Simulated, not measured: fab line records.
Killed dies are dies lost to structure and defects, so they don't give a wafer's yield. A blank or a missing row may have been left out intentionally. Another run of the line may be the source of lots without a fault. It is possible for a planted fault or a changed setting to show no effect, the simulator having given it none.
fab line records	flow n5-finfet
record: lots: 15	wafers: 45	last-day: 19
route steps=1938 shown ZERO_LAYER@9 PMOS_HMC_CHANNEL_EPI@71 FIN_SAQP@97
lots that met no fault: from a run of the same line without faults
start-h: the number of hours between the record's first day and the start of the first shown wafer of the lot	wait-h: time in hours since the lot's previous step	" the same as in the row above	L1.1+2: one row covering several wafers at once	- no value, or no start given	* or withheld: withheld	< > ~ a bound
route shown NAME@n: NAME is a module with steps in the file, n the number in the route of the first one	usual: mean/standard deviation taken from wafers without a fault	same: alike in all rows	chamber/n: place in a boat	sites: per-site readings	_std_site: standard deviation of those values	_edge_site: the outer-site mean with the inner-site mean subtracted	radius-mm: how far each site lies from the wafer's centre	mask NAME#n: copy n	behind: the tool/chamber that last shaped the wafer	hold: cause of the lot's hold/its duration in hours/its outcome	device: which transistor (n, p or np) failed to switch	end of line: tests run on the same wafers once the route is complete	a step with no rows: only its recipe	killed: dies lost to structure and defects at the first sort, not the wafer's yield	map: dies across one wafer; x = killed, . = not, _ = none there
set.NAME: the setting as run; set.NAME@STEP: as run at that earlier step	model.NAME: the simulator's own value behind a step, which no gauge read
one table for each step of the route and one row for each wafer, over a sample of lots
services: the hour from which a tool's chamber was out of use, counted from the record's first day as start-h (under 0 if before that day), plus the number of hours and why
== steps ==
step: N5_ZERO_LAYER_EXPOSE_08
recipe: mask-id: ZERO	na: 0.55	source-shape: conventional	sigma-outer: 0.8	polarization: unpolarized	defocus-nm: 0	target-cd-nm: 2000	dose-mj: 16.2
usual: exposure-dose-mJ-cm2: 16.184/0.017	focus-offset-nm: 0.0/0.55
lot.wafer	tool	chamber	start-h	wait-h	mask	exposure-dose-mJ-cm2	focus-offset-nm
L171.2	krf-scanner-02	0	24.60	-	ZERO#0	16.189	-0.9
L171.4	"	0	"	"	ZERO#0	16.186	-0.3
L171.6	"	0	"	"	ZERO#0	16.178	-1.1
L172.2	krf-scanner-01	0	30.60	-	ZERO#0	16.184	0.7
L172.3	"	0	"	"	ZERO#0	16.175	0.9
L172.6	"	0	"	"	ZERO#0	16.165	0.1
L173.1	krf-scanner-02	0	36.59	-	ZERO#0	16.174	-1.7
L173.2	"	0	"	"	ZERO#0	16.174	-0.7
L173.6	"	0	"	"	ZERO#0	16.166	-0.5
L177.3	krf-scanner-02	0	60.50	-	ZERO#0	16.204	0.3
L177.5	"	0	"	"	ZERO#0	16.162	-0.1
L177.6	"	0	"	"	ZERO#0	16.178	0.0
L179.1	krf-scanner-01	0	72.59	-	ZERO#0	16.166	1.0
L179.4	"	0	"	"	ZERO#0	16.170	0.8
L179.5	"	0	"	"	ZERO#0	16.197	0.8
L183.2	krf-scanner-02	-	96.68	-	ZERO#0	-	-
L183.3	"	-	"	"	ZERO#0	-	-
L183.4	"	-	"	"	ZERO#0	-	-
L184.1	krf-scanner-01	-	102.62	-	ZERO#0	-	-
L184.5	"	-	"	"	ZERO#0	-	-
L184.6	"	-	"	"	ZERO#0	-	-
L185.3	krf-scanner-02	-	108.60	-	ZERO#0	-	-
L185.4	"	-	"	"	ZERO#0	-	-
L185.5	"	-	"	"	ZERO#0	-	-
L186.1	krf-scanner-02	0	114.47	-	ZERO#0	16.178	0.7
L186.2	"	0	"	"	ZERO#0	16.174	-0.3
L186.4	"	0	"	"	ZERO#0	16.185	-0.6
L187.1	krf-scanner-01	0	120.63	-	ZERO#0	16.200	0.1
L187.3	"	0	"	"	ZERO#0	16.163	-0.5
L187.5	"	0	"	"	ZERO#0	16.167	0.3
L188.3	krf-scanner-01	0	126.69	-	ZERO#0	16.182	0.3
L188.4	"	0	"	"	ZERO#0	16.171	0.3
L188.6	"	0	"	"	ZERO#0	16.201	1.5
L189.1	krf-scanner-01	0	132.46	-	ZERO#0	16.174	0.5
L189.2	"	0	"	"	ZERO#0	16.172	0.4
L189.5	"	0	"	"	ZERO#0	16.191	0.1
L190.1	krf-scanner-01	0	138.46	-	ZERO#0	16.154	-0.5
L190.4	"	0	"	"	ZERO#0	16.193	-0.8
L190.5	"	0	"	"	ZERO#0	16.201	-0.3
L191.2	krf-scanner-01	0	144.47	-	ZERO#0	16.224	0.0
L191.3	"	0	"	"	ZERO#0	16.242	-0.3
L191.6	"	0	"	"	ZERO#0	16.211	0.6
L192.3	krf-scanner-02	0	150.60	-	ZERO#0	16.194	-0.2
L192.4	"	0	"	"	ZERO#0	16.185	0.0
L192.5	"	0	"	"	ZERO#0	16.192	-0.6
step: N5_PMOS_HMC_CHANNEL_EPI_STRIP_33
recipe: chemistry: N2/H2	power-w: 500	temp-c: 40	pressure-mtorr: 50	rf-frequency-hz: 6e+07	overash-fraction: 0.3	bias-power-w: 8	h2-frac: 0.5	n2-flow-sccm: 300	h2-flow-sccm: 300
usual: drypump-motor-current-A: 5.5/0.57	oes-product-au: 0.81/0.077	power-w: 499.8/1.6	rf-vpp-V: 54.0/1.8	showerhead-plenum-p-Torr: 3.37/0.097	throttle-valve-pct: 19.0/0.37
lot.wafer	tool	chamber	start-h	wait-h	drypump-motor-current-A	oes-product-au	power-w	rf-hours-counter-h	rf-vpp-V	showerhead-plenum-p-Torr	throttle-valve-pct
L171.2	rie-diel-03	0	30.34	0.0	5.5	0.73	500.0	229	54.3	3.46	19.0
L171.4	"	1	"	"	5.0	0.89	501.6	50	57.8	3.28	18.9
L171.6	"	3	"	"	4.7	0.83	497.2	-	52.6	3.26	19.5
L172.2	rie-diel-03	1	36.02	0.0	5.0	0.90	501.2	51	56.3	3.28	19.0
L172.3	"	0	"	"	5.5	0.74	498.4	231	57.0	3.46	19.0
L172.6	"	0	"	"	5.5	0.73	497.6	-	56.6	3.46	19.0
L173.1	rie-diel-03	2	42.27	0.0	5.1	0.85	496.7	47	51.6	3.43	18.9
L173.2	"	0	"	"	5.5	0.72	499.3	233	56.4	3.46	19.0
L173.6	"	2	"	"	5.1	0.83	498.2	-	53.9	3.43	18.9
L177.3	rie-diel-01	1	65.57	0.0	5.8	0.73	501.6	158	52.8	3.24	19.0
L177.5	"	2	"	"	5.9	0.84	498.2	-	55.4	3.53	18.5
L177.6	"	1	"	"	5.8	0.74	501.2	-	52.7	3.24	19.0
L179.1	rie-diel-06	0	77.34	0.0	6.7	1.01	499.6	1	56.0	3.46	18.4
L179.4	"	1	"	"	5.2	0.68	499.3	237	53.1	3.45	19.7
L179.5	"	0	"	"	6.6	1.01	498.9	-	57.3	3.46	18.4
L186.1	rie-diel-01	1	120.93	0.0	5.8	0.73	497.8	171	55.8	3.23	19.0
L186.2	"	2	"	"	5.9	0.80	497.3	82	52.6	3.52	18.6
L186.4	"	3	"	"	6.3	0.93	497.1	24	53.2	3.27	18.2
L187.1	rie-diel-03	1	125.94	0.0	5.0	0.84	502.6	80	54.6	3.27	19.0
L187.3	"	3	"	"	4.7	0.78	499.0	116	53.3	3.25	19.6
L187.5	"	1	"	"	5.0	0.86	500.4	-	54.1	3.27	19.0
L188.3	rie-diel-03	1	131.61	0.0	5.0	0.85	499.0	82	55.0	3.27	19.0
L188.4	"	1	"	"	5.0	0.85	499.6	-	54.7	3.27	19.0
L188.6	"	2	"	"	5.1	0.81	501.4	-	54.3	3.41	19.0
L189.1	rie-diel-03	2	137.74	0.0	5.1	0.79	500.6	78	52.0	3.41	19.0
L189.2	"	1	"	"	5.0	0.84	496.6	85	53.2	3.26	19.0
L189.5	"	0	"	"	5.5	0.98	501.4	-	57.0	3.45	18.6
L190.1	rie-diel-06	3	143.44	0.0	6.0	0.75	496.9	137	54.4	3.35	18.7
L190.4	"	0	"	"	6.6	0.93	501.6	19	57.0	3.45	18.4
L190.5	"	0	"	"	6.6	0.91	500.3	-	49.6	3.45	18.4
L191.2	rie-diel-01	2	149.42	0.0	5.9	0.79	500.2	89	57.2	3.52	18.6
L191.3	"	0	"	"	6.1	0.70	497.6	163	54.5	3.36	19.0
L191.6	"	0	"	"	6.1	0.71	498.2	-	55.0	3.36	19.0
L192.3	rie-diel-03	2	155.99	0.0	5.1	0.80	496.9	83	55.8	3.41	18.9
L192.4	"	1	"	"	5.0	0.83	501.3	89	54.9	3.26	19.0
L192.5	"	0	"	"	5.5	0.96	498.7	-	51.8	3.45	18.6
step: N5_FIN_SAQP_THK_MEAS_05
usual: thk-nm: 38.0/0.55
lot.wafer	tool	chamber	start-h	wait-h	thk-nm
L171.2	film-metro-02	-	33.89	0.1	37.7
L171.4	"	-	"	"	38.0
L171.6	"	-	"	"	37.7
L172.2	film-metro-02	-	40.13	0.1	38.3
L172.3	"	-	"	"	38.0
L172.6	"	-	"	"	38.6
L173.1	film-metro-02	-	45.63	0.1	36.8
L173.2	"	-	"	"	37.3
L173.6	"	-	"	"	37.5
L177.3	film-metro-02	-	69.00	0.1	37.2
L177.5	"	-	"	"	38.0
L177.6	"	-	"	"	39.1
L179.1	film-metro-01	-	81.00	0.1	37.7
L179.4	"	-	"	"	38.9
L179.5	"	-	"	"	38.3
L186.1	film-metro-01	-	124.37	0.1	37.2
L186.2	"	-	"	"	37.4
L186.4	"	-	"	"	37.6
L187.1	film-metro-02	-	129.23	0.1	37.5
L187.3	"	-	"	"	38.4
L187.5	"	-	"	"	38.4
L188.3	film-metro-01	-	134.87	0.1	38.1
L188.4	"	-	"	"	38.0
L188.6	"	-	"	"	38.1
L189.1	film-metro-02	-	141.66	0.1	37.2
L189.2	"	-	"	"	36.9
L189.5	"	-	"	"	38.4
L190.1	film-metro-02	-	147.33	0.1	38.9
L190.4	"	-	"	"	39.3
L190.5	"	-	"	"	39.2
L191.2	film-metro-01	-	153.73	0.1	38.2
L191.3	"	-	"	"	38.4
L191.6	"	-	"	"	38.9
L192.3	film-metro-02	-	159.42	0.1	38.0
L192.4	"	-	"	"	38.4
L192.5	"	-	"	"	38.7
step: N5_FIN_SAQP_MANDREL_ETCH_22
recipe: target-depth-a: 600	chemistry: HBr/Cl2	target: a-Si	stop-on: SiNx	bt-time-s: 10	over-etch-frac: 0.5	time-s: 30	pressure-mtorr: 10	icp-w: 800	bias-w: 75	HBr_flow_sccm: 150	Cl2_flow_sccm: 80	ends: end-point
usual: bias-w: 75.00/0.22	drypump-motor-current-A: 5.5/0.41	oes-product-au: 0.770/0.012	throttle-valve-pct: 35.42/0.25
lot.wafer	tool	chamber	start-h	wait-h	bias-w	drypump-motor-current-A	oes-product-au	rf-hours-counter-h	throttle-valve-pct
L171.2	rie-si-02	1	35.18	0.0	75.15	5.3	0.752	44	35.35
L171.4	"	0	"	"	75.02	6.7	0.769	43	35.31
L171.6	"	3	"	"	75.22	5.2	0.762	-	35.05
L172.2	rie-si-06	2	41.34	0.0	74.81	4.8	0.769	22	36.04
L172.3	"	0	"	"	75.00	5.4	0.770	34	35.49
L172.6	"	0	"	"	74.91	5.4	0.771	-	35.50
L173.1	rie-si-06	1	46.86	0.0	75.03	5.6	0.764	0	35.29
L173.2	"	3	"	"	75.54	5.5	0.781	196	35.37
L173.6	"	2	"	"	74.85	4.9	0.771	-	36.02
L177.3	rie-si-06	2	70.30	0.0	74.96	4.8	0.778	22	36.03
L177.5	"	2	"	"	75.14	4.9	0.768	-	36.03
L177.6	"	3	"	"	74.87	5.5	0.780	-	35.37
L179.1	rie-si-02	2	82.16	0.0	75.35	4.7	0.773	4	35.24
L179.4	"	1	"	"	74.68	5.2	0.758	45	35.35
L179.5	"	0	"	"	75.01	6.7	0.779	-	35.30
L186.1	rie-si-06	0	125.51	0.0	74.90	5.5	0.774	36	35.49
L186.2	"	2	"	"	74.75	4.8	0.773	23	36.02
L186.4	"	1	"	"	74.91	5.6	0.779	-	35.28
L187.1	rie-si-05	0	130.27	0.0	74.83	5.7	0.761	88	35.12
L187.3	"	1	"	"	74.90	5.7	0.753	82	35.38
L187.5	"	2	"	"	75.07	5.7	0.788	-	35.36
L188.3	rie-si-02	2	136.21	0.0	75.37	4.7	0.774	5	35.25
L188.4	"	0	"	"	75.04	6.7	0.780	45	35.31
L188.6	"	0	"	"	75.06	6.7	0.780	-	35.27
L189.1	rie-si-06	2	142.73	0.0	75.14	4.9	0.774	23	36.03
L189.2	"	1	"	"	74.85	5.6	0.773	2	35.31
L189.5	"	3	"	"	75.26	5.5	0.776	-	35.07
L190.1	rie-si-05	0	148.41	0.0	74.85	5.7	0.752	89	35.13
L190.4	"	2	"	"	74.78	5.7	0.782	-	35.38
L190.5	"	0	"	"	75.01	5.7	0.768	-	35.11
L191.2	rie-si-06	3	155.12	0.0	75.00	5.5	0.775	0	35.09
L191.3	"	0	"	"	74.99	5.5	0.752	37	35.51
L191.6	"	1	"	"	75.28	5.6	0.751	-	35.31
L192.3	rie-si-05	2	160.38	0.0	74.93	5.6	0.782	19	35.37
L192.4	"	0	"	"	74.99	5.7	0.765	89	35.11
L192.5	"	0	"	"	74.98	5.7	0.781	-	35.11
== services ==
tool	chamber	start-h	hours	kind
krf-scanner-02	-	5.08	1.0	pm
rie-diel-06	1	14.28	8.9	repair
rie-diel-06	3	14.45	3.5	repair
rie-diel-01	3	17.57	4.4	repair
rie-diel-03	2	21.29	4.4	repair
krf-scanner-02	-	22.58	0.8	pm
rie-diel-06	2	27.40	9.0	repair
rie-si-05	3	29.13	3.5	repair
krf-scanner-01	-	35.19	1.3	pm
rie-si-05	3	40.95	5.0	repair
krf-scanner-01	-	45.87	0.3	repair
rie-diel-03	3	59.26	6.7	repair
krf-scanner-02	-	75.88	1.3	pm
rie-si-05	0	81.46	14.0	repair
rie-si-02	-	88.10	14.6	pm
rie-si-06	2	89.55	7.2	repair
rie-si-06	2	96.79	15.0	repair
rie-diel-01	0	99.20	8.2	repair
rie-diel-01	1	103.86	16.6	repair
krf-scanner-01	-	121.50	0.8	pm
krf-scanner-01	-	141.87	1.0	pm
rie-diel-03	-	143.10	1.2	repair
rie-si-05	1	148.20	7.9	repair
rie-diel-06	1	151.90	8.1	repair
== key ==
first-sign: step: N5_ZERO_LAYER_EXPOSE_08	reading: tool-record	direction: missing
effect none on later readings
met-at N5_ZERO_LAYER_EXPOSE_08
struck-lots L183,L184,L185
later-rows-left-out L183.2,L183.3,L183.4,L184.1,L184.5,L184.6,L185.3,L185.4,L185.5
sort-left-out L183.2,L183.3,L183.4,L184.1,L184.5,L184.6,L185.3,L185.4,L185.5
not-acting-at N5_PMOS_HMC_CHANNEL_EPI_STRIP_33,N5_FIN_SAQP_THK_MEAS_05,N5_FIN_SAQP_MANDREL_ETCH_22
onset-between 72.59 96.68
fault: kind: skipped-step-whole	tool: krf-scanner-01,krf-scanner-02	chamber: -	onset-h: 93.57	steps: N5_ZERO_LAYER_EXPOSE_08	scope: struck-lots-only
sort-left-out: the simulated sort isn't trusted on such a fault, so these wafers' sort isn't shown, and their yield isn't known
later-rows-left-out: the simulator's readings of these wafers behind a module that went badly wrong aren't trusted and aren't shown, but for the sort
